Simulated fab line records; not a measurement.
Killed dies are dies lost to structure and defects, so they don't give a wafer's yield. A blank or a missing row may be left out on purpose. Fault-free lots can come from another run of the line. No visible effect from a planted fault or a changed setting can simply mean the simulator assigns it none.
fab line records -- flow n5-finfet
record lots=6, wafers=18, last-day=17
route steps=1938 shown BEOL_M1@814 BEOL_M4@1111 PASSIVATION@1936
lots that met no fault: taken from a fault-free run of the same line
start-h: start of the lot's first displayed wafer, in hours after the record's first day -- wait-h: how many hours have passed since the lot's step before this one -- " repeats the value in the row above -- L1.1+2: a row that stands for several wafers -- - no value, or no start was given -- * or withheld: withheld -- < > ~ a bound
route shown NAME@n: NAME is a module with steps in the file, n the number in the route of the first one -- usual: average and standard deviation across the fault-free wafers -- same: alike in all rows -- chamber/n: place in a boat -- sites: per-site readings -- _std_site: standard deviation across them -- _edge_site: the outer-site mean with the inner-site mean subtracted -- radius-mm: how far each site lies from the wafer's centre -- mask NAME#n: copy n -- behind: tool/chamber where the wafer was last shaped -- hold: why the lot went on hold/how many hours it stayed there/how the hold came to an end -- device: transistor that didn't switch, given as n, p or np -- end of line: the same wafers' tests at the end of the route -- step lacking rows: just its recipe -- killed: count of dies lost to structure and defects at first sort (not the wafer's yield) -- map: per-die view of a wafer (x killed, . not killed, _ where there is no die)
set.NAME: setting as actually run; set.NAME@STEP: the setting as run at that earlier step -- model.NAME: the simulator's own value behind a step, which no gauge read
lots seen at some steps along the route; tables by step, rows by wafer
services: a tool's chamber out of use, with start hour (start-h, from the record's first day; less than 0 if before it), hours out, and reason
## steps
# step N5_BEOL_M1_SPUTTER_48
# recipe material=Cu, target-thk-a=45, temp-c=-20, chamber-pressure-pa=0.07, power-w=withheld, time-s=8.29
# step N5_BEOL_M1_ANNEAL_49
# recipe temp-c=400, time-s=240, ambient=vacuum
# usual heater-power-w=844/110
lot.wafer,tool,chamber,start-h,wait-h,heater-power-w
L657.1,pvd-sputter-03,-,177.43,0.0,756
L657.4,pvd-sputter-03,-,177.43,0.0,882
L657.5,pvd-sputter-03,-,177.43,0.0,867
L660.1,pvd-sputter-02,-,200.31,0.0,776
L660.5,pvd-sputter-02,-,200.31,0.0,1073
L660.6,pvd-sputter-02,-,200.31,0.0,717
L663.2,pvd-sputter-03,-,212.44,0.0,766
L663.5,pvd-sputter-03,-,212.44,0.0,881
L663.6,pvd-sputter-03,-,212.44,0.0,810
L664.1,pvd-sputter-01,-,212.56,0.0,924
L664.2,pvd-sputter-01,-,212.56,0.0,984
L664.4,pvd-sputter-01,-,212.56,0.0,776
L671.1,pvd-sputter-02,-,262.63,0.0,993
L671.3,pvd-sputter-02,-,262.63,0.0,699
L671.6,pvd-sputter-02,-,262.63,0.0,704
L672.3,pvd-sputter-02,-,264.95,0.0,727
L672.4,pvd-sputter-02,-,264.95,0.0,992
L672.6,pvd-sputter-02,-,264.95,0.0,981
# step N5_BEOL_M1_SPUTTER_79
# recipe material=Cu, target-thk-a=45, temp-c=-20, chamber-pressure-pa=0.07, power-w=withheld, time-s=8.29
# step N5_BEOL_M1_ANNEAL_80
# recipe temp-c=400, time-s=240, ambient=vacuum
# step N5_BEOL_M1_SPUTTER_81
# recipe material=Cu, target-thk-a=45, temp-c=-20, chamber-pressure-pa=0.07, power-w=withheld, time-s=8.29
# usual chamber-pressure-pa=0.07001/0.00013, chuck-gas-flow-sccm=1.25/0.052, substrate-temp-c=-20.00/0.1, throttle-valve-pct=30.0/0.38
lot.wafer,tool,chamber,start-h,wait-h,chamber-pressure-pa,chuck-gas-flow-sccm,substrate-temp-c,throttle-valve-pct
L657.1,pvd-sputter-03,-,177.82,0.1,0.06994,1.29,-20.09,29.8
L657.4,pvd-sputter-03,-,177.82,0.1,0.07,1.24,-19.99,29.5
L657.5,pvd-sputter-03,-,177.82,0.1,0.06998,1.34,-20.06,29.7
L660.1,pvd-sputter-02,-,200.67,0.1,0.06998,1.23,-19.95,30.0
L660.5,pvd-sputter-02,-,200.67,0.1,0.06999,1.20,-20.01,30.4
L660.6,pvd-sputter-02,-,200.67,0.1,0.07018,1.25,-19.98,29.8
L663.2,pvd-sputter-03,-,212.80,0.1,0.06988,1.30,-20.03,30.0
L663.5,pvd-sputter-03,-,212.80,0.1,0.06985,1.29,-20.17,30.0
L663.6,pvd-sputter-03,-,212.80,0.1,0.0699,1.16,-19.98,29.8
L664.1,pvd-sputter-01,-,212.92,0.1,0.07001,1.24,-20.11,29.9
L664.2,pvd-sputter-01,-,212.92,0.1,0.07005,1.27,-19.89,29.6
L664.4,pvd-sputter-01,-,212.92,0.1,0.06993,1.28,-20.03,30.6
L671.1,pvd-sputter-02,-,262.99,0.1,0.06987,1.22,-20.06,29.4
L671.3,pvd-sputter-02,-,262.99,0.1,0.07002,1.23,-20.05,29.7
L671.6,pvd-sputter-02,-,262.99,0.1,0.06994,1.22,-19.85,29.8
L672.3,pvd-sputter-02,-,265.31,0.1,0.07005,1.21,-19.99,30.0
L672.4,pvd-sputter-02,-,265.31,0.1,0.07022,1.12,-19.97,29.8
L672.6,pvd-sputter-02,-,265.31,0.1,0.0701,1.27,-19.97,29.5
# step N5_BEOL_M1_ANNEAL_82
# recipe temp-c=400, time-s=240, ambient=vacuum
# step N5_BEOL_M1_SPUTTER_86
# recipe material=Cu, target-thk-a=45, temp-c=-20, chamber-pressure-pa=0.07, power-w=withheld, time-s=8.29
# usual chamber-pressure-pa=0.06999/0.00014, chuck-gas-flow-sccm=1.26/0.056, substrate-temp-c=-20.00/0.1, throttle-valve-pct=30.1/0.4
lot.wafer,tool,chamber,start-h,wait-h,chamber-pressure-pa,chuck-gas-flow-sccm,substrate-temp-c,throttle-valve-pct
L657.1,pvd-sputter-03,-,178.05,0.1,0.06999,1.24,-20.11,30.2
L657.4,pvd-sputter-03,-,178.05,0.1,0.07,1.28,-19.93,30.1
L657.5,pvd-sputter-03,-,178.05,0.1,0.07011,1.38,-19.84,29.8
L660.1,pvd-sputter-02,-,200.89,0.1,0.07018,1.21,-20.02,30.2
L660.5,pvd-sputter-02,-,200.89,0.1,0.07014,1.29,-19.89,30.7
L660.6,pvd-sputter-02,-,200.89,0.1,0.06986,1.21,-19.92,29.9
L663.2,pvd-sputter-03,-,213.02,0.1,0.07026,1.19,-20.20,30.1
L663.5,pvd-sputter-03,-,213.02,0.1,0.06985,1.34,-20.08,29.7
L663.6,pvd-sputter-03,-,213.02,0.1,0.07021,1.27,-19.99,29.6
L664.1,pvd-sputter-01,-,213.14,0.1,0.06991,1.24,-19.98,30.1
L664.2,pvd-sputter-01,-,213.14,0.1,0.07005,1.28,-19.99,29.6
L664.4,pvd-sputter-01,-,213.14,0.1,0.06994,1.23,-20.09,30.9
L671.1,pvd-sputter-02,-,263.21,0.1,0.07016,1.26,-20.09,29.6
L671.3,pvd-sputter-02,-,263.21,0.1,0.07016,1.19,-19.90,30.0
L671.6,pvd-sputter-02,-,263.21,0.1,0.06981,1.15,-20.01,29.7
L672.3,pvd-sputter-02,-,265.53,0.1,0.07006,1.24,-20.00,30.0
L672.4,pvd-sputter-02,-,265.53,0.1,0.07004,1.23,-20.17,29.5
L672.6,pvd-sputter-02,-,265.53,0.1,0.06973,1.25,-19.92,29.5
# step N5_BEOL_M1_ANNEAL_87
# recipe temp-c=400, time-s=240, ambient=vacuum
# step N5_BEOL_M1_SPUTTER_88
# recipe material=Cu, target-thk-a=45, temp-c=-20, chamber-pressure-pa=0.07, power-w=withheld, time-s=8.29
# usual chamber-pressure-pa=0.07/0.00013, chuck-gas-flow-sccm=1.27/0.057, substrate-temp-c=-19.99/0.1, throttle-valve-pct=30.1/0.38
lot.wafer,tool,chamber,start-h,wait-h,chamber-pressure-pa,chuck-gas-flow-sccm,substrate-temp-c,throttle-valve-pct
L657.1,pvd-sputter-03,-,178.29,0.1,0.07015,1.33,-19.92,30.2
L657.4,pvd-sputter-03,-,178.29,0.1,0.07009,1.32,-19.91,29.8
L657.5,pvd-sputter-03,-,178.29,0.1,0.07005,1.31,-19.95,29.9
L660.1,pvd-sputter-02,-,201.11,0.1,0.06997,1.25,-20.02,30.2
L660.5,pvd-sputter-02,-,201.11,0.1,0.06987,1.25,-20.15,30.5
L660.6,pvd-sputter-02,-,201.11,0.1,0.06997,1.18,-19.83,30.0
L663.2,pvd-sputter-03,-,213.24,0.1,0.07001,1.17,-20.01,30.0
L663.5,pvd-sputter-03,-,213.24,0.1,0.07002,1.36,-19.90,29.9
L663.6,pvd-sputter-03,-,213.24,0.1,0.07016,1.25,-19.92,29.9
L664.1,pvd-sputter-01,-,213.36,0.1,0.07011,1.30,-19.99,30.0
L664.2,pvd-sputter-01,-,213.36,0.1,0.07008,1.23,-19.86,29.5
L664.4,pvd-sputter-01,-,213.36,0.1,0.07002,1.21,-19.99,30.8
L671.1,pvd-sputter-02,-,263.43,0.1,0.07007,1.23,-20.06,29.4
L671.3,pvd-sputter-02,-,263.43,0.1,0.06984,1.22,-20.09,30.2
L671.6,pvd-sputter-02,-,263.43,0.1,0.07017,1.35,-20.16,30.0
L672.3,pvd-sputter-02,-,265.75,0.1,0.06993,1.27,-20.03,30.2
L672.4,pvd-sputter-02,-,265.75,0.1,0.06987,1.23,-20.09,29.4
L672.6,pvd-sputter-02,-,265.75,0.1,0.07001,1.20,-19.80,29.7
# step N5_BEOL_M1_ANNEAL_89
# recipe temp-c=400, time-s=240, ambient=vacuum
# step N5_BEOL_M1_SPUTTER_90
# recipe material=Cu, target-thk-a=45, temp-c=-20, chamber-pressure-pa=0.07, power-w=withheld, time-s=8.29
# step N5_BEOL_M1_ANNEAL_91
# recipe temp-c=400, time-s=240, ambient=vacuum
# usual heater-power-w=843/110
lot.wafer,tool,chamber,start-h,wait-h,heater-power-w
L657.1,pvd-sputter-03,-,178.62,0.0,757
L657.4,pvd-sputter-03,-,178.62,0.0,874
L657.5,pvd-sputter-03,-,178.62,0.0,899
L660.1,pvd-sputter-02,-,201.41,0.0,800
L660.5,pvd-sputter-02,-,201.41,0.0,1048
L660.6,pvd-sputter-02,-,201.41,0.0,686
L663.2,pvd-sputter-03,-,213.54,0.0,729
L663.5,pvd-sputter-03,-,213.54,0.0,875
L663.6,pvd-sputter-03,-,213.54,0.0,840
L664.1,pvd-sputter-01,-,213.66,0.0,925
L664.2,pvd-sputter-01,-,213.66,0.0,975
L664.4,pvd-sputter-01,-,213.66,0.0,772
L671.1,pvd-sputter-02,-,263.73,0.0,1000
L671.3,pvd-sputter-02,-,263.73,0.0,691
L671.6,pvd-sputter-02,-,263.73,0.0,674
L672.3,pvd-sputter-02,-,266.05,0.0,709
L672.4,pvd-sputter-02,-,266.05,0.0,992
L672.6,pvd-sputter-02,-,266.05,0.0,993
# step N5_BEOL_M1_SPUTTER_92
# recipe material=Cu, target-thk-a=45, temp-c=-20, chamber-pressure-pa=0.07, power-w=withheld, time-s=8.29
# usual chamber-pressure-pa=0.06998/0.00013, chuck-gas-flow-sccm=1.25/0.058, substrate-temp-c=-19.99/0.11, throttle-valve-pct=30.1/0.4
lot.wafer,tool,chamber,start-h,wait-h,chamber-pressure-pa,chuck-gas-flow-sccm,substrate-temp-c,throttle-valve-pct
L657.1,pvd-sputter-03,-,178.77,0.1,0.07008,1.26,-19.96,30.0
L657.4,pvd-sputter-03,-,178.77,0.1,0.06996,1.21,-20.07,29.9
L657.5,pvd-sputter-03,-,178.77,0.1,0.07008,1.30,-20.04,29.9
L660.1,pvd-sputter-02,-,201.55,0.1,0.06981,1.29,-19.97,30.2
L660.5,pvd-sputter-02,-,201.55,0.1,0.06995,1.18,-19.95,30.5
L660.6,pvd-sputter-02,-,201.55,0.1,0.07018,1.23,-20.09,29.6
L663.2,pvd-sputter-03,-,213.68,0.1,-,-,-,-
L663.5,pvd-sputter-03,-,213.68,0.1,-,-,-,-
L663.6,pvd-sputter-03,-,213.68,0.1,-,-,-,-
L664.1,pvd-sputter-01,-,213.80,0.1,-,-,-,-
L664.2,pvd-sputter-01,-,213.80,0.1,-,-,-,-
L664.4,pvd-sputter-01,-,213.80,0.1,-,-,-,-
L671.1,pvd-sputter-02,-,263.87,0.1,0.07007,1.18,-19.97,29.7
L671.3,pvd-sputter-02,-,263.87,0.1,0.06993,1.28,-19.99,29.9
L671.6,pvd-sputter-02,-,263.87,0.1,0.06996,1.32,-20.00,29.8
L672.3,pvd-sputter-02,-,266.19,0.1,0.06999,1.21,-19.91,30.2
L672.4,pvd-sputter-02,-,266.19,0.1,0.07002,1.21,-20.04,29.5
L672.6,pvd-sputter-02,-,266.19,0.1,0.06998,1.31,-20.01,29.3
# step N5_BEOL_M1_ANNEAL_93
# recipe temp-c=400, time-s=240, ambient=vacuum
# step N5_BEOL_M4_RC_MEAS_101
# usual DIBL_N=36.4/1.4, DIBL_P=36.3/1.5, IOFF_N=0.162/0.023, IOFF_P=0.211/0.027, ION_N=676/9.7, ION_P=463/6.4, SS_N=71.5/0.5, SS_P=73.3/0.6, VT_N=249.3/2.5, VT_P=-249.9/2.8
lot.wafer,tool,chamber,start-h,wait-h,DIBL_N[mV/V],DIBL_P[mV/V],IOFF_N[nA/um],IOFF_P[nA/um],ION_N[uA/um],ION_P[uA/um],SS_N[mV/dec],SS_P[mV/dec],VT_N[mV],VT_P[mV]
L657.1,prober-01,0,217.80,0.0,36.3,37.7,0.156,0.203,658,453,71.2,73.5,248.5,-251.1
L657.4,prober-01,0,217.80,0.0,36.4,37.4,0.159,0.195,673,457,71.7,73.6,251.9,-251.2
L657.5,prober-01,0,217.80,0.0,35.6,36.0,0.147,0.183,667,455,70.9,73.5,252.1,-251.6
L660.1,prober-01,0,236.34,0.0,36.4,35.6,0.152,0.209,680,476,71.3,72.6,248.2,-250.5
L660.5,prober-01,0,236.34,0.0,36.5,35.8,0.151,0.207,670,465,71.3,73.3,252.1,-249.0
L660.6,prober-01,0,236.34,0.0,36.3,35.5,0.145,0.208,672,473,71.1,73.1,250.7,-249.6
L664.1,prober-01,0,254.61,0.0,35.5,35.9,0.159,0.230,678,470,71.0,72.8,247.9,-248.4
L664.2,prober-01,0,254.61,0.0,35.6,36.2,0.166,0.223,672,463,71.5,73.6,245.4,-248.1
L664.4,prober-01,0,254.61,0.0,37.2,37.9,0.198,0.248,681,468,71.7,73.7,246.3,-249.4
L663.2,prober-01,0,258.49,0.2,33.9,35.2,0.132,0.180,676,464,70.9,74.0,253.0,-251.8
L663.5,prober-01,0,258.49,0.2,35.7,37.3,0.163,0.220,681,464,71.7,73.7,249.6,-247.9
L663.6,prober-01,0,258.49,0.2,34.2,35.4,0.141,0.181,679,461,70.5,73.1,252.1,-252.0
L671.1,prober-01,0,296.12,0.0,37.1,37.6,0.166,0.215,694,473,71.7,72.8,247.7,-249.5
L671.3,prober-01,0,296.12,0.0,40.1,41.0,0.224,0.282,693,471,72.4,73.8,244.3,-247.7
L671.6,prober-01,0,296.12,0.0,36.9,36.3,0.155,0.202,663,457,71.2,73.4,252.6,-251.1
L672.3,prober-02,0,298.15,0.3,35.3,34.4,0.141,0.193,671,463,70.9,73.1,252.3,-248.1
L672.4,prober-02,0,298.15,0.3,35.9,34.8,0.142,0.200,669,466,71.2,73.0,250.9,-249.2
L672.6,prober-02,0,298.15,0.3,36.0,35.2,0.153,0.211,684,468,71.7,73.4,250.1,-249.5
# step N5_PASSIVATION_PROBE_49
# usual defect-limited-yield=91.3/1.3, killed_at_M0_to_M3=33/8.9, killed_at_M4_up=15/5.4, killed-at-contacts=13/5.8, killed-at-front-end=39/9.9, killed-at-other=3.2/2.9, killed-dies=102/15, killed-open=68/12, killed-short=34/7.6, sort_bin_5_function=5.1/0.89, sort_bin_6_memory=3.2/0.63, sort-n-pass=1078/15, sort-yield-pct=91.3/1.3
# same gross-dies=1180, killed-at-back-side=0, sort_bin_4_leakage[%]=0, sort_bin_8_speed[%]=0
lot.wafer,tool,chamber,start-h,wait-h,defect-limited-yield[%],killed_at_M0_to_M3,killed_at_M4_up,killed-at-contacts,killed-at-front-end,killed-at-other,killed-dies,killed-open,killed-short,sort_bin_5_function[%],sort_bin_6_memory[%],sort-n-pass,sort-yield-pct[%]
L663.2,prober-02,-,357.25,0.1,91.2,39,16,8,37,4,104,53,44,6.3,2.3,1076,91.2
L663.5,prober-02,-,357.40,0.2,92.1,23,19,6,35,10,93,50,40,5.3,2.2,1087,92.1
L663.6,prober-02,-,357.45,0.3,92.5,27,19,6,34,2,88,50,35,4.3,2.9,1092,92.5
L664.1,prober-02,-,360.21,0.0,88.6,45,24,5,61,0,135,68,61,6.9,4.2,1045,88.6
L664.2,prober-02,-,360.26,0.1,91.3,30,16,9,47,1,103,61,39,4.8,3.5,1077,91.3
L664.4,prober-02,-,360.36,0.2,90.3,36,19,13,46,0,114,75,35,6.1,3.4,1066,90.3
# killed by level:class
L663.2 BEOL_M0_SAQP:geometric-particle:short=11 FIN_SAQP:geometric-particle:short=8 MOL_CONTACT_COAG:geometric-particle:open=7 GATE_CUT:geometric-particle:short=6 BEOL_M4:geometric-particle:open=6 GATE_CUT:geometric-particle:open=5 BEOL_M1:interface-void-opened=5 STI_FIN_REVEAL:geometric-particle:open=4
L663.5 GATE_CUT:geometric-particle:short=7 MOL_CONTACT_COAG:geometric-particle:open=6 BEOL_M1:geometric-particle:short=6 BEOL_M4:geometric-particle:open=6 BEOL_M0_SAQP:geometric-particle:short=5 FIN_SAQP:geometric-particle:open=4 FIN_SAQP:geometric-particle:short=4 STI_FIN_REVEAL:geometric-particle:open=4
L663.6 GATE_CUT:geometric-particle:short=7 GATE_CUT:geometric-particle:open=7 BEOL_M0_SAQP:geometric-particle:short=7 BEOL_M0_SAQP:geometric-particle:open=5 BEOL_M4:geometric-particle:open=5 BEOL_M5:geometric-particle:open=5 FIN_SAQP:geometric-particle:short=4 BEOL_M0:geometric-particle:open=4
L664.1 FIN_SAQP:geometric-particle:short=25 BEOL_M4:geometric-particle:open=16 STI_FIN_REVEAL:geometric-particle:open=11 BEOL_M0_SAQP:geometric-particle:short=10 BEOL_M1:geometric-particle:open=10 FIN_SAQP:geometric-particle:open=7 BEOL_M0_SAQP:geometric-particle:open=6 BEOL_M0:geometric-particle:open=6
L664.2 FIN_SAQP:geometric-particle:short=13 GATE_CUT:geometric-particle:short=12 FIN_SAQP:geometric-particle:open=10 BEOL_M0_SAQP:geometric-particle:open=9 BEOL_M0_SAQP:geometric-particle:short=8 MOL_CONTACT_COAG:geometric-particle:open=6 GATE_CUT:geometric-particle:open=5 BEOL_M3:geometric-particle:open=5
L664.4 STI_FIN_REVEAL:geometric-particle:open=13 MOL_CONTACT_COAG:geometric-particle:open=10 BEOL_M4:geometric-particle:open=10 BEOL_M2:geometric-particle:open=9 FIN_SAQP:geometric-particle:open=8 FIN_SAQP:geometric-particle:short=7 BEOL_M1:geometric-particle:open=6 BEOL_M0_SAQP:geometric-particle:open=6
## services
tool,chamber,start-h,hours,kind
pvd-sputter-01,-,164.86,1.5,repair
pvd-sputter-02,-,187.05,3.7,repair
## key
first-sign step=N5_BEOL_M1_SPUTTER_92, reading=tool-record, direction=missing
effect none on later readings
met-at N5_BEOL_M1_SPUTTER_92
struck-wafers L663.2,L663.5,L663.6,L664.1,L664.2,L664.4
onset-between 178.77 213.68
fault kind=skipped-step-whole, tool=pvd-sputter-01,pvd-sputter-03, chamber=-, onset-h=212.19, steps=N5_BEOL_M1_SPUTTER_92, scope=struck-lots-only
